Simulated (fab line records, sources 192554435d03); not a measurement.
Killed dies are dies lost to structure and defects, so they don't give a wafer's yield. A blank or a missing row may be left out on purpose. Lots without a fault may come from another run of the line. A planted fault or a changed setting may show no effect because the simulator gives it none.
One fault seen from 3 desks | flow n5_finfet | each desk has only its own numbers; what lay behind them comes last

THE TOOL OWNER'S DESK: rie_diel-02
The tool's own readings at N5_BEOL_M1_VIA_ETCH_34 (etches the open film in C4F6/O2, target depth 67.8 nm, time 64.4 s): means of the sampled wafers that have a number, for each lot that ran on this tool. A lot is out of limits, marked OUT, if its mean lies more than 4 standard deviations from the usual mean; the brackets give that distance.
Columns: A = O2_flow_sccm at N5_BEOL_M1_VIA_ETCH_34, usual 10.00 sccm; B = bias_w at N5_BEOL_M1_VIA_ETCH_34, usual 169.9 W; C = drypump_motor_current_A at N5_BEOL_M1_VIA_ETCH_34, usual 5.8 A; D = oes_product_au at N5_BEOL_M1_VIA_ETCH_34, usual 0.79 a.u.; E = rf_vpp_V at N5_BEOL_M1_VIA_ETCH_34, usual 671 V; F = showerhead_plenum_p_Torr at N5_BEOL_M1_VIA_ETCH_34, usual 2.83 Torr; G = throttle_valve_pct at N5_BEOL_M1_VIA_ETCH_34, usual 30.58 %
lot  | first seen here | A     | B     | C   | D    | E   | F    | G
L488 | day 8 15:04     | 10.01 | 170.1 | 5.8 | 0.78 | 681 | 2.80 | 30.52
L490 | day 8 23:04     | 10.00 | 170.0 | 5.4 | 0.73 | 686 | 2.79 | 30.42
L493 | day 9 14:43     | 10.04 | 170.5 | 5.4 | 0.66 | 686 | 2.79 | 30.52
L492 | day 9 18:20     | 10.02 | 170.4 | 5.4 | 0.65 | 686 | 2.79 | 30.53
This desk's finding: nothing out of limits on any of the 4 lots.

THE METROLOGY DESK
What the gauges read, lot by lot, whatever tool the lot ran on: means of the sampled wafers that have a number. A lot is out of limits, marked OUT, if its mean lies more than 4 standard deviations from the usual mean; the brackets give that distance. Of its 12 readings 7 are shown: those that lie furthest out on some lot.
Columns: A = cd_nm at N5_BEOL_M1_CD_MEAS_28, usual 24.00 nm; B = V0_OVL at N5_BEOL_M1_OVL_MEAS_29, usual 0.0 nm; C = IOFF_N at N5_BEOL_M4_RC_MEAS_101, usual 0.16 nA/um; D = IOFF_P at N5_BEOL_M4_RC_MEAS_101, usual 0.21 nA/um; E = ION_P at N5_BEOL_M4_RC_MEAS_101, usual 463 uA/um; F = VT_N at N5_BEOL_M4_RC_MEAS_101, usual 250 mV; G = VT_P at N5_BEOL_M4_RC_MEAS_101, usual -251 mV
lot  | first seen here | A     | B    | C    | D    | E   | F   | G
L479 | day 6 04:47     | 23.79 | 1.2  | 0.15 | 0.22 | 468 | 252 | -249
L488 | day 8 08:19     | 23.69 | 0.2  | 0.14 | 0.17 | 451 | 254 | -257
L490 | day 8 20:52     | 24.16 | -0.2 | 0.16 | 0.23 | 466 | 251 | -248
L493 | day 9 11:34     | 24.16 | 2.0  | 0.15 | 0.21 | 466 | 250 | -250
L492 | day 9 12:35     | 23.68 | -0.5 | 0.17 | 0.21 | 471 | 250 | -249
L499 | day 10 22:10    | 24.25 | 0.1  | 0.20 | 0.24 | 469 | 248 | -248
L502 | day 11 23:31    | 23.93 | -1.1 | 0.16 | 0.21 | 468 | 247 | -249
This desk's finding: nothing out of limits on any of the 7 lots.

THE DEFECT DESK
What the inspections along the route counted, lot by lot: means of the sampled wafers that have a number. A lot is out of limits, marked OUT, if its mean lies more than 4 standard deviations from the usual mean; the brackets give that distance.
Columns: A = raw_defect_count at N5_BEOL_M1_INSPECT_30, usual 391
lot  | first seen here | A
L479 | day 6 04:52     | 335
L488 | day 8 08:24     | 322
L490 | day 8 20:58     | 446
L493 | day 9 11:38     | 417
L492 | day 9 12:40     | 438
L499 | day 10 22:15    | 330
L502 | day 11 23:36    | 281
This desk's finding: nothing out of limits on any of the 7 lots.

PUT TOGETHER
The tool owner's desk saw nothing out of limits.
The metrology desk saw nothing out of limits.
The defect desk saw nothing out of limits.

WHAT THE SIMULATOR HAD PUT IN
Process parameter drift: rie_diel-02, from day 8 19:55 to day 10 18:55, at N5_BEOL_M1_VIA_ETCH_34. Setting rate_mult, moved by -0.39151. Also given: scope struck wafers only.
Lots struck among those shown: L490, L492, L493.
